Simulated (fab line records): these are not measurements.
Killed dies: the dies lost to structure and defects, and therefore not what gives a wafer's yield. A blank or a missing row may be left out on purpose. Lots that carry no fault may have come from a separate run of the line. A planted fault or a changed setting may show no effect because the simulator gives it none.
Matching of chambers :: flow n5-finfet :: ald-metal-03 running N5_BEOL_M3_ALD_84: 4 sister chambers
The step deposits TaN, pulse time 2 s, purge time 3 s, co reactant purge time 2 s. 8 wafers are shown with their chamber, then 11 later ones without.

WAFERS PAIRED WITH THEIR CHAMBERS
wafer: L081.2
chamber: 3
heater-power-w (W): 429

wafer: L082.4
chamber: 3
heater-power-w (W): 425

wafer: L088.1
chamber: 1
heater-power-w (W): 372

wafer: L088.4
chamber: 0
heater-power-w (W): 480

wafer: L091.2
chamber: 1
heater-power-w (W): 371

wafer: L091.3
chamber: 2
heater-power-w (W): 383

wafer: L091.5
chamber: 2
heater-power-w (W): 382

wafer: L089.1
chamber: 0
heater-power-w (W): 475

WAFERS WITH NO CHAMBER GIVEN
wafer: L089.4
heater-power-w (W): 368

wafer: L089.6
heater-power-w (W): 437

wafer: L094.2
heater-power-w (W): 388

wafer: L094.3
heater-power-w (W): 376

wafer: L094.6
heater-power-w (W): 384

wafer: L095.2
heater-power-w (W): 421

wafer: L095.5
heater-power-w (W): 417

wafer: L095.6
heater-power-w (W): 467

wafer: L097.2
heater-power-w (W): 415

wafer: L097.3
heater-power-w (W): 368

wafer: L097.6
heater-power-w (W): 372

WHICH CHAMBER EACH WENT THROUGH
wafer: L089.4
from the rows above: 1
in truth: 1

wafer: L089.6
from the rows above: 3
in truth: 3

wafer: L094.2
from the rows above: 2
in truth: 2

wafer: L094.3
from the rows above: can't be placed: 1 or 2
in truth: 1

wafer: L094.6
from the rows above: 2
in truth: 2

wafer: L095.2
from the rows above: 3
in truth: 3

wafer: L095.5
from the rows above: 3
in truth: 3

wafer: L095.6
from the rows above: 0
in truth: 0

wafer: L097.2
from the rows above: 3
in truth: 3

wafer: L097.3
from the rows above: 1
in truth: 1

wafer: L097.6
from the rows above: 1
in truth: 1
Placed correctly: 10 of 11. Can't be placed from these rows: 1 (the true chamber is among the candidates in 1). Number placed wrongly: 0.
How it was worked out, from the rows above alone: a wafer's distance from a chamber is the root of the sum, over the readings, of the square of ((its reading less the chamber's mean) divided by the reading's scatter). If the next closest chamber is less than 2 further off than the closest, the wafer can't be placed; otherwise it belongs to the closest. For every chamber, the mean is computed from those of its wafers that are shown. The scatter is the square root of a quotient: the sum, over the shown wafers, of each reading's squared deviation from its chamber's mean, divided by wafers minus chambers.
